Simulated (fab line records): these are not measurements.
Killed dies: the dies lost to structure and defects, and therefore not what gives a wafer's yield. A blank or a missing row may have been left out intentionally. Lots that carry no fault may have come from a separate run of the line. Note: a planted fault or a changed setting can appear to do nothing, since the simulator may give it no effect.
fab line records    flow nand-harc
[record] lots = 11  wafers = 33  last-day = 33
route steps=1302 shown P_M2@335 P_BONDPAD@353 END@1302
lots that met no fault: taken from a fault-free run of the same line
start-h: the number of hours between the record's first day and the start of the first shown wafer of the lot    wait-h: hours from the lot's prior step to this one    " repeats the value in the row above    L1.1+2: a row that stands for several wafers    - either no value or no given start    * or withheld: withheld    < > ~ a bound
route shown NAME@n: NAME is a module with steps in the file, n the number in the route of the first one    usual: mean and standard deviation over wafers with no fault    same: alike in all rows    chamber/n: place in a boat    sites: each site's reading    _std_site: their standard deviation    _edge_site: inner sites' mean taken away from outer sites' mean    radius-mm: for every site, how far away it sits from the centre of the wafer    mask NAME#n: copy n    behind: the most recent tool/chamber to have shaped the wafer    hold: reason for holding the lot/hours on hold/outcome of the hold    device: the n, p or np transistor that did not switch    end of line: the tests these same wafers got at the end of their route    a step with no rows: only its recipe    killed: not the wafer's yield, but the dies lost to structure and defects at the first sort    map: the dies of a wafer, with x for killed, . for not killed, _ for no die there
set.NAME: the setting that was run; set.NAME@STEP: the one run at that earlier step    model.NAME: the simulator's own value behind a step, which no gauge read
one table for each step of the route and one row for each wafer, over a sample of lots
services: the hour from which a tool's chamber was out of use, counted from the record's first day as start-h (under 0 if before that day), plus the number of hours and why
[[steps]]
[step NHARC_P_M2_STRIP_18]
[recipe] power-w = 1000  n2-flow-sccm = 150  h2-flow-sccm = 150  ar-flow-sccm = 0  bias-w = 0  chemistry = N2/H2
[usual] drypump-motor-current-A = 5.8/0.59  oes-product-au = 1.003/0.0073  rf-fwd-power-W = 997/3.5  rf-vpp-V = 90.9/0.83  showerhead-plenum-p-Torr = 2.08/0.087  throttle-valve-pct = 14.169/0.009
lot.wafer  tool         chamber  start-h  wait-h  drypump-motor-current-A  oes-product-au  rf-fwd-power-W  rf-hours-counter-h  rf-vpp-V  showerhead-plenum-p-Torr  throttle-valve-pct
L646.1     rie-diel-07  2        134.43   0.1     5.5                      1.003           996             0.3                 91.2      2.11                      14.162
L646.3     "            1        "        "       6.3                      1.005           998             0.3                 91.4      1.94                      14.168
L646.4     "            0        "        "       4.6                      0.995           998             -                   91.9      2.20                      14.184
L647.3     rie-diel-07  1        161.66   0.1     6.3                      0.998           1001            1.9                 89.8      1.94                      14.157
L647.1     "            2        "        "       5.5                      1.005           996             1.8                 90.3      2.10                      14.177
L647.5     "            2        "        "       5.5                      1.001           1000            -                   91.2      2.10                      14.163
L649.2     rie-diel-02  2        173.06   0.1     6.6                      1.009           1002            5.9                 90.2      2.07                      14.173
L649.4     "            3        "        "       5.8                      0.998           998             5.9                 91.0      2.15                      14.160
L649.5     "            1        "        "       5.5                      1.010           995             -                   90.5      1.97                      14.163
L651.1     rie-diel-02  2        187.16   0.1     6.6                      1.004           995             7.0                 90.1      2.07                      14.158
L651.4     "            0        "        "       5.7                      1.003           993             5.5                 92.5      2.16                      14.171
L651.5     "            1        "        "       5.5                      0.999           1004            -                   91.1      1.97                      14.156
L654.1     rie-diel-07  0        218.84   0.1     4.6                      0.995           1001            5.5                 92.4      2.20                      14.158
L654.4     "            1        "        "       6.4                      0.998           995             5.9                 90.9      1.94                      14.169
L654.5     "            1        "        "       6.3                      1.005           998             -                   91.0      1.94                      14.181
L658.2     rie-diel-02  3        260.86   0.1     5.8                      0.987           998             2.6                 91.5      2.15                      14.165
L658.5     "            0        "        "       5.7                      1.004           994             -                   89.9      2.16                      14.162
L658.6     "            1        "        "       5.5                      1.008           999             -                   90.4      1.97                      14.163
L659.4     rie-diel-02  2        275.00   0.1     6.6                      0.996           998             4.4                 91.6      2.06                      14.171
L659.6     "            0        "        "       5.7                      1.001           991             -                   92.0      2.16                      14.166
L659.5     "            1        "        "       5.5                      1.005           998             -                   88.5      1.97                      14.170
L662.2     rie-diel-02  3        302.06   0.1     5.8                      0.992           1001            5.3                 89.6      2.15                      14.158
L662.3     "            2        "        "       6.6                      1.007           998             5.2                 90.6      2.07                      14.176
L662.5     "            0        "        "       5.7                      1.020           991             -                   91.3      2.16                      14.170
L663.3     rie-diel-05  1        308.96   0.1     5.7                      1.002           1005            2.6                 91.3      1.97                      14.170
L663.6     "            2        "        "       5.5                      1.009           997             -                   90.5      2.10                      14.156
L663.5     "            3        "        "       6.6                      0.992           997             -                   90.5      1.99                      14.170
L664.1     rie-diel-02  3        320.46   0.1     5.8                      0.985           999             5.6                 92.4      2.15                      14.177
L664.6     "            2        "        "       6.6                      1.005           997             -                   90.9      2.06                      14.159
L664.5     "            3        "        "       5.8                      1.002           1004            -                   91.9      2.15                      14.172
L668.3     rie-diel-07  3        356.85   0.1     6.3                      0.995           990             3.3                 91.5      2.11                      14.182
L668.2     "            0        "        "       4.6                      1.005           996             3.2                 91.4      2.20                      14.166
L668.5     "            2        "        "       5.5                      0.994           998             -                   91.1      2.10                      14.188
[step NHARC_P_M2_CMP_23]
[recipe] t-overpolish-s = 20  target-thk-nm = 144.3
[usual] edge-zone-pressure-frac = 1.000/0.005  motor-current-A = 12.8/0.83  time-to-endpoint-s = 28.6/2.2
lot.wafer  tool    chamber  start-h  wait-h  edge-zone-pressure-frac  motor-current-A  time-to-endpoint-s
L646.1     cmp-01  3        136.24   -       1.000                    12.3             29.5
L646.3     "       0        "        "       1.001                    13.1             31.2
L646.4     "       1        "        "       1.002                    13.8             29.4
L647.1     cmp-01  3        163.40   -       0.991                    12.5             26.9
L647.3     "       0        "        "       1.001                    12.6             25.8
L647.5     "       0        "        "       1.003                    13.7             26.6
L649.2     cmp-01  1        174.75   -       0.988                    13.1             25.8
L649.4     "       2        "        "       1.011                    12.1             30.6
L649.5     "       1        "        "       0.998                    13.0             32.0
L651.4     cmp-01  1        188.90   -       1.001                    13.8             23.2
L651.1     "       0        "        "       0.994                    13.2             24.8
L651.5     "       1        "        "       1.006                    13.3             28.8
L654.4     cmp-01  1        220.59   -       0.992                    14.1             30.9
L654.1     "       2        "        "       1.002                    12.4             32.4
L654.5     "       1        "        "       0.992                    13.7             30.7
L658.2     cmp-01  1        262.56   -       1.001                    13.7             29.3
L658.5     "       0        "        "       1.005                    13.4             29.9
L658.6     "       1        "        "       1.007                    13.7             30.3
L659.4     cmp-01  2        276.71   -       0.997                    12.9             28.2
L659.6     "       1        "        "       0.997                    13.6             26.9
L659.5     "       2        "        "       0.999                    12.2             27.5
L662.2     cmp-01  2        303.80   -       -                        -                -
L662.3     "       0        "        "       -                        -                -
L662.5     "       1        "        "       -                        -                -
L663.3     cmp-01  1        310.68   -       -                        -                -
L663.6     "       3        "        "       -                        -                -
L663.5     "       0        "        "       -                        -                -
L664.1     cmp-01  3        322.15   -       0.994                    12.1             28.8
L664.5     "       3        "        "       0.994                    12.0             26.7
L664.6     "       0        "        "       1.008                    13.3             28.4
L668.2     cmp-03  3        358.54   -       0.994                    15.9             29.0
L668.3     "       0        "        "       0.994                    12.6             32.2
L668.5     "       3        "        "       0.992                    15.3             30.4
[step NHARC_P_M2_THK_MEAS_24]
[recipe] thk-meas-gauge = xrf
[usual] thk-nm = 144.2/1.6
lot.wafer  tool           chamber  start-h  wait-h  thk-nm
L646.1     film-metro-01  -        136.52   -       142.3
L646.3     "              -        "        "       142.2
L646.4     "              -        "        "       142.6
L647.1     film-metro-01  -        163.71   -       143.2
L647.3     "              -        "        "       142.2
L647.5     "              -        "        "       144.2
L649.2     film-metro-02  -        175.07   -       147.0
L649.4     "              -        "        "       144.7
L649.5     "              -        "        "       143.1
L651.1     film-metro-02  -        189.21   -       142.5
L651.4     "              -        "        "       142.8
L651.5     "              -        "        "       144.6
L654.1     film-metro-01  -        220.91   -       145.6
L654.4     "              -        "        "       146.5
L654.5     "              -        "        "       143.7
L658.2     film-metro-01  -        262.85   -       144.7
L658.5     "              -        "        "       142.4
L658.6     "              -        "        "       146.0
L659.4     film-metro-01  -        277.00   -       142.7
L659.5     "              -        "        "       141.5
L659.6     "              -        "        "       143.5
L662.2     film-metro-02  -        304.09   0.3     398.9
L662.3     "              -        "        "       399.0
L662.5     "              -        "        "       398.9
L663.3     film-metro-02  -        310.94   0.2     396.9
L663.5     "              -        "        "       397.9
L663.6     "              -        "        "       398.4
L664.1     film-metro-02  -        322.46   -       144.6
L664.5     "              -        "        "       143.6
L664.6     "              -        "        "       145.8
L668.2     film-metro-01  -        358.82   -       144.8
L668.3     "              -        "        "       144.2
L668.5     "              -        "        "       146.7
[step NHARC_P_M2_INSPECT_27]
[usual] raw-defect-count = 339/120
lot.wafer  tool               chamber  start-h  wait-h  raw-defect-count
L646.1     defect-inspect-02  -        136.68   0.0     262
L646.3     "                  -        "        "       400
L646.4     "                  -        "        "       207
L647.1     defect-inspect-01  -        163.89   0.0     630
L647.3     "                  -        "        "       337
L647.5     "                  -        "        "       453
L649.2     defect-inspect-01  -        175.23   0.0     243
L649.4     "                  -        "        "       240
L649.5     "                  -        "        "       258
L651.1     defect-inspect-02  -        189.40   0.0     272
L651.4     "                  -        "        "       322
L651.5     "                  -        "        "       279
L654.1     defect-inspect-02  -        221.06   0.0     263
L654.4     "                  -        "        "       279
L654.5     "                  -        "        "       272
L658.2     defect-inspect-02  -        263.01   0.0     435
L658.5     "                  -        "        "       484
L658.6     "                  -        "        "       594
L659.4     defect-inspect-02  -        277.15   0.0     406
L659.5     "                  -        "        "       235
L659.6     "                  -        "        "       389
L662.2     defect-inspect-01  -        304.24   0.0     175
L662.3     "                  -        "        "       250
L662.5     "                  -        "        "       156
L663.3     defect-inspect-01  -        311.10   0.0     309
L663.5     "                  -        "        "       326
L663.6     "                  -        "        "       488
L664.1     defect-inspect-02  -        322.62   0.0     337
L664.5     "                  -        "        "       217
L664.6     "                  -        "        "       315
L668.2     defect-inspect-01  -        358.98   0.0     542
L668.3     "                  -        "        "       372
L668.5     "                  -        "        "       378
[step NHARC_P_BONDPAD_THK_MEAS_33]
[recipe] thk-meas-gauge = ellipsometry
[usual] thk-nm = 200.1/1.4
lot.wafer  tool           chamber  start-h  wait-h  thk-nm
L646.1     film-metro-02  -        137.90   0.2     199.5
L646.3     "              -        "        "       199.8
L646.4     "              -        "        "       201.7
L647.1     film-metro-02  -        165.11   0.1     201.3
L647.3     "              -        "        "       201.9
L647.5     "              -        "        "       201.6
L649.2     film-metro-02  -        176.50   0.2     199.7
L649.4     "              -        "        "       200.4
L649.5     "              -        "        "       199.0
L651.1     film-metro-01  -        190.59   0.2     204.1
L651.4     "              -        "        "       200.6
L651.5     "              -        "        "       200.9
L654.1     film-metro-01  -        222.53   0.1     199.6
L654.4     "              -        "        "       199.4
L654.5     "              -        "        "       197.8
L658.2     film-metro-02  -        264.22   0.2     201.1
L658.5     "              -        "        "       202.6
L658.6     "              -        "        "       199.9
L659.4     film-metro-01  -        278.44   0.2     201.0
L659.5     "              -        "        "       200.2
L659.6     "              -        "        "       200.0
L664.1     film-metro-01  -        323.82   0.2     200.9
L664.5     "              -        "        "       200.2
L664.6     "              -        "        "       199.9
L668.2     film-metro-02  -        360.21   0.2     200.4
L668.3     "              -        "        "       198.9
L668.5     "              -        "        "       201.1
[step NHARC_END_SORT_01]
[recipe] temp-c = 25
[usual] defect-limited-yield = 91.6/2.6  killed-at-array = 51/17  killed-at-other = 1.6/2.1  killed-at-periphery = 4/3.2  killed-dies = 57/18  killed-open = 2.9/1.7  killed-short = 2.3/1.3  sort_bin_2_pct = 3.0/1.2  sort_bin_3_pct = 0.7/0.43  sort_bin_4_pct = 4.7/1.4  sort-n-pass = 620/18  sort-rim-yield-pct = 87/4.8  sort-yield-pct = 91.6/2.6
[same] gross-dies = 677  sort_bin_5_pct[%] = 0  sort_bin_6_pct[%] = 0  sort_bin_7_pct[%] = 0  sort_bin_8_pct[%] = 0  sort-rim-n-gross = 106.00
lot.wafer  tool       chamber  start-h  wait-h  defect-limited-yield[%]  killed-at-array  killed-at-other  killed-at-periphery  killed-dies  killed-open  killed-short  sort_bin_2_pct[%]  sort_bin_3_pct[%]  sort_bin_4_pct[%]  sort-n-pass  sort-rim-yield-pct[%]  sort-yield-pct[%]
L662.2     prober-02  0        706.74   2.8     0                        54               0                623                  677          3            2             94.5               1.2                4.3                0            0                      0
L662.3     prober-02  0        707.54   3.1     0                        49               0                628                  677          4            1             94.4               0.6                5.0                0            0                      0
L662.5     prober-02  0        709.14   3.7     0                        39               0                638                  677          3            1             96.0               0.1                3.8                0            0                      0
L663.3     prober-02  0        732.85   3.1     0                        47               0                630                  677          2            4             95.0               0.6                4.4                0            0                      0
L663.6     prober-02  0        735.21   3.9     0                        46               0                631                  677          4            3             94.4               0.7                4.9                0            0                      0
// killed by level:class
L662.2 P_M2:area-cmp=623 A_SLIT:chamber-film-flake=25 A_CHANNEL_HOLE_D2:chamber-film-flake=17 A_CHANNEL_HOLE_D1:chamber-film-flake=4 A_CONTACT:chamber-film-flake=2 A_SOURCE_PLATE:geometric-particle:open=1 A_ONON_D1:geometric-particle:short=1 A_CHANNEL_FILL_D1:geometric-particle:open=1
L662.3 P_M2:area-cmp=625 A_SLIT:chamber-film-flake=19 A_CHANNEL_HOLE_D2:chamber-film-flake=9 A_CHANNEL_HOLE_D1:chamber-film-flake=8 A_CHANNEL_FILL_D1:chamber-film-flake=3 A_CONTACT:chamber-film-flake=3 P_GATE:chamber-film-flake=2 A_STAIRCASE:chamber-film-flake=2
L662.5 P_M2:area-cmp=637 A_SLIT:chamber-film-flake=24 A_CHANNEL_HOLE_D2:chamber-film-flake=5 A_CHANNEL_FILL_D1:chamber-film-flake=5 P_M0:geometric-particle:open=1 A_ONON_D1:geometric-particle:short=1 A_CHANNEL_FILL_D1:geometric-particle:open=1 A_BLC:geometric-particle:open=1
L663.3 P_M2:area-cmp=627 A_SLIT:chamber-film-flake=21 A_CHANNEL_HOLE_D1:chamber-film-flake=12 A_DECK1_JOINT:chamber-film-flake=4 A_CHANNEL_FILL_D1:chamber-film-flake=2 A_WL_FILL:chamber-film-flake=2 A_CONTACT:chamber-film-flake=2 P_CONTACT:geometric-particle:open=1
L663.6 P_M2:area-cmp=627 A_SLIT:chamber-film-flake=25 A_CHANNEL_HOLE_D1:chamber-film-flake=11 A_CONTACT:chamber-film-flake=2 P_GATE:geometric-particle:open=1 P_CONTACT:geometric-particle:open=1 A_CHANNEL_HOLE_D1:geometric-particle:short=1 A_DECK1_JOINT:geometric-particle:open=1
[[services]]
tool         chamber  start-h  hours  kind
rie-diel-07  -        117.20   9.0    pm
rie-diel-05  0        126.32   10.2   repair
rie-diel-05  2        130.34   3.2    repair
rie-diel-02  -        131.72   13.7   repair
rie-diel-05  -        157.73   2.2    repair
cmp-01       -        159.51   0.5    repair
cmp-03       -        164.31   4.0    pm
rie-diel-05  2        185.56   11.5   repair
cmp-01       -        192.13   4.0    pm
rie-diel-07  -        197.61   0.3    repair
cmp-03       -        215.15   0.8    repair
rie-diel-02  -        216.81   9.0    pm
rie-diel-05  1        225.26   9.2    repair
rie-diel-05  -        229.60   9.0    pm
cmp-01       -        235.44   1.6    repair
rie-diel-02  2        242.07   7.0    repair
cmp-01       -        246.54   1.5    repair
cmp-03       -        262.38   4.0    pm
cmp-01       -        278.71   1.1    repair
rie-diel-02  1        283.93   7.5    repair
cmp-01       -        290.13   4.0    pm
rie-diel-07  -        294.20   9.0    pm
rie-diel-07  2        306.54   4.4    repair
rie-diel-07  2        328.40   14.6   repair
[[key]]
[first-sign] step = NHARC_P_M2_CMP_23  reading = tool-record  direction = missing
[effect] step = NHARC_P_M2_THK_MEAS_24  reading = thk-nm  direction = up  sigmas = 99+  usual = 144.2  struck = 398.3
[effect] step = NHARC_END_SORT_01  reading = killed-at-periphery  direction = up  sigmas = 99+  usual = 4  struck = 630
[more-kills-born-at] NHARC_P_M2_CMP_23@cmp-01 = 3139
met-at NHARC_P_M2_CMP_23
struck-lots L662,L663
rows-end L663.5
later-rows-left-out L662.2,L662.3,L662.5,L663.3,L663.6
not-acting-at NHARC_P_M2_STRIP_18,NHARC_P_M2_INSPECT_27,NHARC_P_BONDPAD_THK_MEAS_33
onset-between 276.71 303.80
[fault] kind = skipped-step-whole  tool = cmp-01  chamber = -  onset-h = 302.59  steps = NHARC_P_M2_CMP_23  scope = struck-lots-only
// later-rows-left-out: the simulator's readings of these wafers behind a module that went badly wrong aren't trusted and aren't shown, but for the sort
// rows-end: these wafers met a further fault down the route, and their rows from its step on are left out
